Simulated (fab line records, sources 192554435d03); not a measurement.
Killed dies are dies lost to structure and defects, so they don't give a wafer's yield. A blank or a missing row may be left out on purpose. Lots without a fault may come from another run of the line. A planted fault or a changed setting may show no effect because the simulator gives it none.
Which tool did it? | flow n5_finfet | 23 lots, 69 wafers sampled, at 6 steps of a route of 1938

WHAT THE GAUGES READ, wafer by wafer
N5_BEOL_M0_OCD_MEAS_108. Usual: trench_depth_nm 32.6 nm, standard deviation 0.52.
lot  | measured     | on     | trench_depth_nm (nm) | flag
L074 | day 5 22:05  | ocd-01 | 32.5 32.7 33.1       |
L075 | day 6 08:54  | ocd-01 | 32.1 33.1 32.6       |
L076 | day 6 15:54  | ocd-01 | 32.6 32.9 33.1       |
L077 | day 6 18:36  | ocd-01 | 33.4 32.3 32.3       |
L078 | day 6 18:42  | ocd-02 | 34.2 32.5 32.6       |
L079 | day 7 03:56  | ocd-01 | 32.7 31.6 33.5       |
L081 | day 7 15:23  | ocd-01 | 31.9 32.8 32.0       |
L080 | day 7 15:15  | ocd-02 | 33.5 32.5 32.2       |
L082 | day 8 00:37  | ocd-01 | 31.9 32.5 32.3       |
L083 | day 8 00:50  | ocd-02 | 33.2 33.4 32.9       |
L084 | day 8 13:58  | ocd-01 | 32.4 32.5 31.7       |
L085 | day 8 20:55  | ocd-02 | 32.6 33.3 31.8       |
L086 | day 9 01:11  | ocd-02 | 32.0 33.2 33.0       |
L087 | day 9 09:55  | ocd-02 | 32.6 31.6 33.7       |
L088 | day 9 07:38  | ocd-01 | 33.3 32.3 32.8       |
L089 | day 9 18:46  | ocd-02 | 32.4 31.2 32.5       |
L090 | day 9 22:19  | ocd-01 | 32.4 32.6 32.9       |
L092 | day 10 04:26 | ocd-02 | 33.4 32.2 32.4       |
L093 | day 10 16:00 | ocd-02 | 32.5 33.2 32.6       |
L094 | day 10 18:44 | ocd-02 | 32.1 32.6 33.0       |
L095 | day 11 00:59 | ocd-02 | 31.9 33.0 31.9       |
L096 | day 11 13:37 | ocd-01 | 32.3 32.0 33.3       |
L097 | day 11 16:29 | ocd-01 | 33.0 33.5 31.9       |

N5_BEOL_M0_RS_MEAS_126: measures by four-point-probe. Usual: M0_RS 0.534 ohm/sq, standard deviation 0.016.
lot  | measured     | on            | M0_RS (ohm/sq)    | flag
L074 | day 6 02:08  | film_metro-01 | 0.538 0.546 0.529 |
L075 | day 6 13:16  | film_metro-01 | 0.539 0.568 0.535 |
L076 | day 6 20:43  | film_metro-02 | 0.536 0.507 0.519 |
L077 | day 6 21:13  | film_metro-01 | 0.556 0.520 0.537 |
L078 | day 6 21:52  | film_metro-02 | 0.520 0.520 0.507 |
L079 | day 7 06:25  | film_metro-01 | 0.512 0.533 0.513 |
L081 | day 7 18:28  | film_metro-01 | 0.533 0.550 0.549 |
L080 | day 7 18:11  | film_metro-01 | 0.541 0.533 0.522 |
L082 | day 8 03:42  | film_metro-01 | 0.547 0.537 0.533 |
L083 | day 8 04:08  | film_metro-01 | 0.534 0.517 0.523 |
L084 | day 8 19:32  | film_metro-02 | 0.550 0.542 0.549 |
L085 | day 9 01:22  | film_metro-01 | 0.561 0.545 0.530 |
L086 | day 9 04:13  | film_metro-02 | 0.553 0.505 0.521 |
L087 | day 9 14:14  | film_metro-01 | 0.508 0.524 0.517 |
L088 | day 9 10:29  | film_metro-01 | 0.505 0.551 0.545 |
L089 | day 10 00:06 | film_metro-01 | 0.536 0.566 0.536 |
L090 | day 10 00:56 | film_metro-01 | 0.523 0.534 0.526 |
L092 | day 10 07:01 | film_metro-01 | 0.576 0.516 0.518 |
L093 | day 10 19:32 | film_metro-01 | 0.530 0.534 0.540 |
L094 | day 10 22:08 | film_metro-01 | 0.541 0.533 0.517 |
L095 | day 11 05:19 | film_metro-02 | 0.525 0.564 0.532 |
L096 | day 11 16:42 | film_metro-01 | 0.539 0.555 0.514 |
L097 | day 11 20:49 | film_metro-01 | 0.525 0.558 0.536 |

WHICH TOOL RAN EACH LOT (tool, then ch and the chambers of the sampled wafers, then the start)
lot  | N5_BEOL_M0_SAQP_SPACER1_ETCHBACK_99 | N5_BEOL_M0_SAQP_ETCH_107           | N5_BEOL_M0_ETCH_128                | N5_BEOL_M0_ETCH_109
L074 | rie_diel-03 ch 0,2,3, day 5 12:56   | rie_diel-03 ch 0,2,3, day 5 13:55  | rie_diel-05 ch 1,2,3, day 5 21:56  | rie_diel-06 ch 0,2,3, day 5 22:16
L075 | rie_diel-04 ch 0,1,2, day 5 17:41   | rie_diel-03 ch 0,1, day 5 18:38    | rie_diel-06 ch 1,2, day 6 08:45    | rie_diel-06 ch 0,2,3, day 6 09:01
L076 | rie_diel-03 ch 0,1,3, day 6 04:03   | rie_diel-04 ch 1,2,3, day 6 05:01  | rie_diel-06 ch 1,2,3, day 6 15:45  | rie_diel-05 ch 0,2,3, day 6 16:01
L077 | rie_diel-04 ch 1,2, day 6 10:40     | rie_diel-04 ch 0,1,2, day 6 11:58  | rie_diel-05 ch 1,2,3, day 6 18:27  | rie_diel-06 ch 0,2,3, day 6 18:43
L078 | rie_diel-03 ch 1,2,3, day 6 10:43   | rie_diel-02 ch 2,3, day 6 12:08    | rie_diel-01 ch 0,1,3, day 6 18:34  | rie_diel-05 ch 2,3, day 6 18:49
L079 | rie_diel-02 ch 2,3, day 6 20:58     | rie_diel-03 ch 1,2, day 6 22:07    | rie_diel-01 ch 0,2,3, day 7 03:47  | rie_diel-06 ch 1,3, day 7 04:02
L081 | rie_diel-04 ch 0,3, day 7 05:03     | rie_diel-04 ch 0,2,3, day 7 06:01  | rie_diel-06 ch 1,2, day 7 15:15    | rie_diel-06 ch 1,2, day 7 15:30
L080 | rie_diel-03 ch 0,1,2, day 7 08:16   | rie_diel-03 ch 0,1,3, day 7 09:24  | rie_diel-01 ch 1,2, day 7 15:06    | rie_diel-01 ch 0,2, day 7 15:22
L082 | rie_diel-04 ch 1,3, day 7 18:14     | rie_diel-02 ch 0,1, day 7 19:19    | rie_diel-06 ch 1,2,3, day 8 00:28  | rie_diel-01 ch 1,2, day 8 00:48
L083 | rie_diel-04 ch 0,1,2, day 7 19:20   | rie_diel-02 ch 2,3, day 7 20:17    | rie_diel-01 ch 0,1,3, day 8 00:41  | rie_diel-05 ch 2,3, day 8 00:57
L084 | rie_diel-04 ch 0,3, day 8 06:45     | rie_diel-02 ch 1,2, day 8 07:53    | rie_diel-06 ch 0,1,3, day 8 13:49  | rie_diel-01 ch 1,2,3, day 8 14:44
L085 | rie_diel-03 ch 1,2,3, day 8 11:51   | rie_diel-04 ch 0,1,3, day 8 12:49  | rie_diel-06 ch 0,2,3, day 8 20:46  | rie_diel-05 ch 0,1,3, day 8 21:01
L086 | rie_diel-02 ch 0,1, day 8 18:17     | rie_diel-03 ch 1,2,3, day 8 19:15  | rie_diel-01 ch 0,1,3, day 9 01:03  | rie_diel-06 ch 0,1,2, day 9 01:18
L087 | rie_diel-02 ch 0,1,2, day 8 23:06   | rie_diel-03 ch 0,2,3, day 9 00:22  | rie_diel-01 ch 0,1,2, day 9 09:47  | rie_diel-05 ch 0,1,2, day 9 10:05
L088 | rie_diel-03 ch 0,1,2, day 9 01:42   | rie_diel-04 ch 0,1,3, day 9 02:40  | rie_diel-05 ch 0,1, day 9 07:29    | rie_diel-05 ch 0,2, day 9 07:44
L089 | rie_diel-02 ch 0,1,3, day 9 11:10   | rie_diel-02 ch 0,1,2, day 9 12:08  | rie_diel-06 ch 0,1,2, day 9 18:37  | rie_diel-01 ch 1,2,3, day 9 18:52
L090 | rie_diel-04 ch 1,2, day 9 16:48     | rie_diel-04 ch 0,3, day 9 17:46    | rie_diel-05 ch 2,3, day 9 22:11    | rie_diel-01 ch 0,1,2, day 9 22:26
L092 | rie_diel-04 ch 0,2,3, day 9 21:38   | rie_diel-02 ch 0,1,3, day 9 22:46  | rie_diel-06 ch 0,1,2, day 10 04:17 | rie_diel-05 ch 1,2, day 10 04:36
L093 | rie_diel-03 ch 1,3, day 10 09:39    | rie_diel-02 ch 0,1, day 10 10:41   | rie_diel-05 ch 2,3, day 10 15:51   | rie_diel-01 ch 1,2,3, day 10 16:33
L094 | rie_diel-03 ch 2,3, day 10 12:46    | rie_diel-04 ch 2,3, day 10 13:43   | rie_diel-05 ch 1,2, day 10 18:35   | rie_diel-05 ch 1,3, day 10 18:50
L095 | rie_diel-02 ch 0,1,3, day 10 19:27  | rie_diel-03 ch 1,2, day 10 20:33   | rie_diel-01 ch 0,1,2, day 11 00:50 | rie_diel-06 ch 0,2,3, day 11 01:15
L096 | rie_diel-02 ch 0,3, day 11 01:44    | rie_diel-03 ch 1,2,3, day 11 02:43 | rie_diel-01 ch 1,2, day 11 13:28   | rie_diel-01 ch 0,1,2, day 11 14:04
L097 | rie_diel-04 ch 1,3, day 11 10:23    | rie_diel-04 ch 1,3, day 11 11:20   | rie_diel-01 ch 0,1,3, day 11 16:21 | rie_diel-05 ch 0,1,2, day 11 16:36
- N5_BEOL_M0_SAQP_SPACER1_ETCHBACK_99: etches SiO2 in CHF3/O2, target depth 15.4 nm, time 7.7 s.
- N5_BEOL_M0_SAQP_ETCH_107: etches SiNx in CH3F/O2, target depth 30 nm.
- N5_BEOL_M0_ETCH_128: etches SiCN in CF4/N2, target depth 12 nm, overetch 5.1 nm, time 21.4 s.
- N5_BEOL_M0_ETCH_109: etches SiCN in CH3F/O2, target depth 8 nm, overetch 2.4 nm, time 27.4 s.

WHAT THE TOOLS THEMSELVES READ (means of the sampled wafers that have a number; where no wafer has one, the mark that the record gives instead)
N5_BEOL_M0_SAQP_SPACER1_ETCHBACK_99. Usual: drypump_motor_current_A 5.9 A, standard deviation 0.48; oes_o_777_au 0.74 a.u., standard deviation 0.052; oes_product_au 0.74 a.u., standard deviation 0.051; rf_vpp_V 525 V, standard deviation 5.7; showerhead_plenum_p_Torr 2.40 Torr, standard deviation 0.082; throttle_valve_pct 18.93 %, standard deviation 0.17.
lot  | tool        | drypump_motor_current_A (A) | oes_o_777_au (a.u.) | oes_product_au (a.u.) | rf_vpp_V (V) | showerhead_plenum_p_Torr (Torr) | throttle_valve_pct (%) | flag
L074 | rie_diel-03 | 5.5                         | 0.72                | 0.73                  | 524          | 2.34                            | 18.93                  |
L075 | rie_diel-04 | 5.9                         | 0.74                | 0.75                  | 523          | 2.41                            | 19.02                  |
L076 | rie_diel-03 | 5.9                         | 0.73                | 0.72                  | 524          | 2.33                            | 19.02                  |
L077 | rie_diel-04 | 5.8                         | 0.74                | 0.74                  | 521          | 2.48                            | 18.91                  |
L078 | rie_diel-03 | 5.7                         | 0.74                | 0.73                  | 522          | 2.37                            | 18.90                  |
L079 | rie_diel-02 | 6.4                         | 0.70                | 0.70                  | 528          | 2.45                            | 18.96                  |
L081 | rie_diel-04 | 6.1                         | 0.73                | 0.73                  | 532          | 2.44                            | 19.06                  |
L080 | rie_diel-03 | 5.9                         | 0.72                | 0.71                  | 522          | 2.36                            | 18.91                  |
L082 | rie_diel-04 | 6.0                         | 0.74                | 0.73                  | 529          | 2.51                            | 18.94                  |
L083 | rie_diel-04 | 5.9                         | 0.73                | 0.74                  | 523          | 2.41                            | 19.05                  |
L084 | rie_diel-04 | 6.2                         | 0.71                | 0.73                  | 532          | 2.38                            | 19.19                  |
L085 | rie_diel-03 | 5.7                         | 0.74                | 0.72                  | 520          | 2.36                            | 18.91                  |
L086 | rie_diel-02 | 5.8                         | 0.77                | 0.77                  | 525          | 2.39                            | 18.81                  |
L087 | rie_diel-02 | 5.8                         | 0.76                | 0.76                  | 526          | 2.41                            | 18.79                  |
L088 | rie_diel-03 | 5.9                         | 0.71                | 0.71                  | 523          | 2.35                            | 18.92                  |
L089 | rie_diel-02 | 6.0                         | 0.84                | 0.84                  | 529          | 2.44                            | 18.80                  |
L090 | rie_diel-04 | 5.8                         | 0.73                | 0.73                  | 520          | 2.47                            | 18.94                  |
L092 | rie_diel-04 | 5.9                         | 0.72                | 0.73                  | 528          | 2.40                            | 19.07                  |
L093 | rie_diel-03 | 6.1                         | 0.73                | 0.72                  | 522          | 2.35                            | 19.02                  |
L094 | rie_diel-03 | 5.3                         | 0.72                | 0.72                  | 520          | 2.35                            | 18.85                  |
L095 | rie_diel-02 | 6.0                         | 0.82                | 0.82                  | 529          | 2.44                            | 18.82                  |
L096 | rie_diel-02 | 5.6                         | 0.83                | 0.83                  | 532          | 2.51                            | 18.82                  |
L097 | rie_diel-04 | 6.0                         | 0.71                | 0.71                  | 524          | 2.49                            | 18.99                  |

N5_BEOL_M0_SAQP_ETCH_107. Usual: drypump_motor_current_A 5.9 A, standard deviation 0.48; oes_o_777_au 0.74 a.u., standard deviation 0.046; oes_product_au 0.74 a.u., standard deviation 0.049; rf_vpp_V 298 V, standard deviation 3.2; showerhead_plenum_p_Torr 1.99 Torr, standard deviation 0.071; throttle_valve_pct 16.42 %, standard deviation 0.17.
lot  | tool        | drypump_motor_current_A (A) | oes_o_777_au (a.u.) | oes_product_au (a.u.) | rf_vpp_V (V) | showerhead_plenum_p_Torr (Torr) | throttle_valve_pct (%) | flag
L074 | rie_diel-03 | 5.5                         | 0.73                | 0.73                  | 297          | 1.94                            | 16.40                  |
L075 | rie_diel-03 | 6.3                         | 0.73                | 0.72                  | 297          | 1.96                            | 16.46                  |
L076 | rie_diel-04 | 5.8                         | 0.76                | 0.75                  | 296          | 2.06                            | 16.39                  |
L077 | rie_diel-04 | 5.9                         | 0.74                | 0.75                  | 297          | 2.00                            | 16.48                  |
L078 | rie_diel-02 | 6.4                         | 0.69                | 0.69                  | 300          | 2.04                            | 16.47                  |
L079 | rie_diel-03 | 6.1                         | 0.74                | 0.73                  | 296          | 1.98                            | 16.35                  |
L081 | rie_diel-04 | 5.9                         | 0.75                | 0.75                  | 299          | 2.00                            | 16.49                  |
L080 | rie_diel-03 | 5.9                         | 0.73                | 0.72                  | 297          | 1.93                            | 16.52                  |
L082 | rie_diel-02 | 5.8                         | 0.78                | 0.78                  | 299          | 1.98                            | 16.27                  |
L083 | rie_diel-02 | 6.3                         | 0.71                | 0.71                  | 299          | 2.01                            | 16.34                  |
L084 | rie_diel-02 | 6.1                         | 0.75                | 0.74                  | 295          | 1.94                            | 16.27                  |
L085 | rie_diel-04 | 6.1                         | 0.73                | 0.72                  | 300          | 2.02                            | 16.53                  |
L086 | rie_diel-03 | 5.7                         | 0.73                | 0.72                  | 296          | 1.96                            | 16.40                  |
L087 | rie_diel-03 | 5.5                         | 0.71                | 0.70                  | 296          | 1.93                            | 16.46                  |
L088 | rie_diel-04 | 6.1                         | 0.73                | 0.72                  | 300          | 2.02                            | 16.53                  |
L089 | rie_diel-02 | 5.8                         | 0.76                | 0.76                  | 297          | 2.00                            | 16.27                  |
L090 | rie_diel-04 | 6.1                         | 0.73                | 0.71                  | 303          | 2.02                            | 16.54                  |
L092 | rie_diel-02 | 6.0                         | 0.83                | 0.83                  | 300          | 2.03                            | 16.25                  |
L093 | rie_diel-02 | 5.8                         | 0.76                | 0.76                  | 299          | 1.98                            | 16.30                  |
L094 | rie_diel-04 | 5.7                         | 0.74                | 0.71                  | 299          | 2.05                            | 16.43                  |
L095 | rie_diel-03 | 6.1                         | 0.72                | 0.71                  | 296          | 1.97                            | 16.40                  |
L096 | rie_diel-03 | 5.7                         | 0.72                | 0.71                  | 296          | 1.95                            | 16.44                  |
L097 | rie_diel-04 | 6.0                         | 0.72                | 0.71                  | 297          | 2.07                            | 16.45                  |

N5_BEOL_M0_ETCH_128. Usual: drypump_motor_current_A 5.6 A, standard deviation 0.53; oes_product_au 0.53 a.u., standard deviation 0.05; rf_vpp_V 382.9 V, standard deviation 1.6; showerhead_plenum_p_Torr 2.23 Torr, standard deviation 0.062; throttle_valve_pct 15.52 %, standard deviation 0.21.
lot  | tool        | drypump_motor_current_A (A) | oes_product_au (a.u.) | rf_vpp_V (V) | showerhead_plenum_p_Torr (Torr) | throttle_valve_pct (%) | flag
L074 | rie_diel-05 | 5.5                         | 0.55                  | 384.9        | 2.31                            | 15.44                  |
L075 | rie_diel-06 | 6.1                         | 0.50                  | 383.2        | 2.25                            | 15.53                  |
L076 | rie_diel-06 | 5.8                         | 0.50                  | 383.3        | 2.23                            | 15.54                  |
L077 | rie_diel-05 | 5.5                         | 0.54                  | 385.1        | 2.31                            | 15.45                  |
L078 | rie_diel-01 | 5.5                         | 0.52                  | 381.7        | 2.20                            | 15.65                  |
L079 | rie_diel-01 | 5.5                         | 0.54                  | 383.4        | 2.24                            | 15.61                  |
L081 | rie_diel-06 | 6.1                         | 0.50                  | 383.1        | 2.25                            | 15.55                  |
L080 | rie_diel-01 | 6.0                         | 0.56                  | 383.7        | 2.25                            | 15.47                  |
L082 | rie_diel-06 | 5.9                         | 0.50                  | 383.1        | 2.23                            | 15.56                  |
L083 | rie_diel-01 | 5.4                         | 0.57                  | 382.1        | 2.19                            | 15.49                  |
L084 | rie_diel-06 | 5.3                         | 0.53                  | 382.4        | 2.19                            | 15.47                  |
L085 | rie_diel-06 | 5.8                         | 0.52                  | 382.3        | 2.21                            | 15.59                  |
L086 | rie_diel-01 | 5.4                         | 0.58                  | 382.0        | 2.19                            | 15.52                  |
L087 | rie_diel-01 | 5.7                         | 0.57                  | 383.2        | 2.19                            | 15.44                  |
L088 | rie_diel-05 | 6.0                         | 0.51                  | 383.2        | 2.27                            | 15.53                  |
L089 | rie_diel-06 | 5.6                         | 0.52                  | 382.7        | 2.21                            | 15.48                  |
L090 | rie_diel-05 | 5.3                         | 0.51                  | 384.7        | 2.29                            | 15.57                  |
L092 | rie_diel-06 | 5.6                         | 0.52                  | 382.6        | 2.21                            | 15.49                  |
L093 | rie_diel-05 | 5.3                         | 0.50                  | 384.9        | 2.29                            | 15.60                  |
L094 | rie_diel-05 | 5.3                         | 0.49                  | 384.4        | 2.28                            | 15.74                  |
L095 | rie_diel-01 | 5.7                         | 0.56                  | 382.5        | 2.19                            | 15.46                  |
L096 | rie_diel-01 | 6.0                         | 0.54                  | 382.6        | 2.24                            | 15.53                  |
L097 | rie_diel-01 | 5.5                         | 0.55                  | 381.7        | 2.18                            | 15.57                  |

N5_BEOL_M0_ETCH_109. Usual: drypump_motor_current_A 5.7 A, standard deviation 0.52; oes_product_au 0.67 a.u., standard deviation 0.068; rf_vpp_V 297.9 V, standard deviation 1.4; showerhead_plenum_p_Torr 2.03 Torr, standard deviation 0.061; throttle_valve_pct 16.38 %, standard deviation 0.23.
lot  | tool        | drypump_motor_current_A (A) | oes_product_au (a.u.) | rf_vpp_V (V) | showerhead_plenum_p_Torr (Torr) | throttle_valve_pct (%) | flag
L074 | rie_diel-06 | 5.8                         | 0.66                  | 297.3        | 2.00                            | 16.40                  |
L075 | rie_diel-06 | 5.8                         | 0.66                  | 297.9        | 2.00                            | 16.39                  |
L076 | rie_diel-05 | 5.8                         | 0.64                  | 298.3        | 2.06                            | 16.31                  |
L077 | rie_diel-06 | 5.8                         | 0.66                  | 297.4        | 2.00                            | 16.41                  |
L078 | rie_diel-05 | 5.5                         | 0.71                  | 299.7        | 2.11                            | 16.18                  |
L079 | rie_diel-06 | 5.4                         | 0.64                  | 298.1        | 2.00                            | 16.33                  |
L081 | rie_diel-06 | 5.6                         | 0.62                  | 297.7        | 2.03                            | 16.34                  |
L080 | rie_diel-01 | 5.5                         | 0.68                  | 297.5        | 1.99                            | 16.36                  |
L082 | rie_diel-01 | 6.0                         | 0.75                  | 298.1        | 2.00                            | 16.22                  |
L083 | rie_diel-05 | 5.3                         | 0.64                  | 299.6        | 2.09                            | 16.45                  |
L084 | rie_diel-01 | 5.8                         | 0.68                  | 297.9        | 2.03                            | 16.47                  |
L085 | rie_diel-05 | 6.0                         | 0.66                  | 298.8        | 2.06                            | 16.26                  |
L086 | rie_diel-06 | 5.6                         | 0.65                  | 297.0        | 2.00                            | 16.35                  |
L087 | rie_diel-05 | 5.8                         | 0.62                  | 298.2        | 2.05                            | 16.51                  |
L088 | rie_diel-05 | 6.1                         | 0.58                  | 297.9        | 2.01                            | 16.49                  |
L089 | rie_diel-01 | 5.8                         | 0.67                  | 298.1        | 2.03                            | 16.50                  |
L090 | rie_diel-01 | 5.7                         | 0.69                  | 297.8        | 1.99                            | 16.33                  |
L092 | rie_diel-05 | 5.3                         | 0.61                  | 298.7        | 2.08                            | 16.64                  |
L093 | rie_diel-01 | 5.7                         | 0.66                  | 297.7        | 2.03                            | 16.51                  |
L094 | rie_diel-05 | 5.7                         | 0.69                  | 299.6        | 2.10                            | 16.16                  |
L095 | rie_diel-06 | 5.8                         | 0.63                  | 296.6        | 1.99                            | 16.46                  |
L096 | rie_diel-01 | 5.7                         | 0.69                  | 297.5        | 1.98                            | 16.36                  |
L097 | rie_diel-05 | 5.8                         | 0.69                  | 298.2        | 2.05                            | 16.39                  |

THE ANSWER, worked out from the rows above alone
Rule: a lot is off if the mean of its wafers that have a number lies more than 3 standard deviations from the usual mean. A lot without any number at a reading at which 4 lots or more have one is off too. The other lots that the step has rows for count as sound. The gauges are gone through in route order, then the tools' own readings, and for those a lot's mean is taken as printed above. The first step at which some lot is off is used, and at that step the reading that is off furthest; a lot without a number counts as furthest.
No lot is off at any reading shown: from this, nothing can be told.

WHAT THE SIMULATOR HAD PUT IN
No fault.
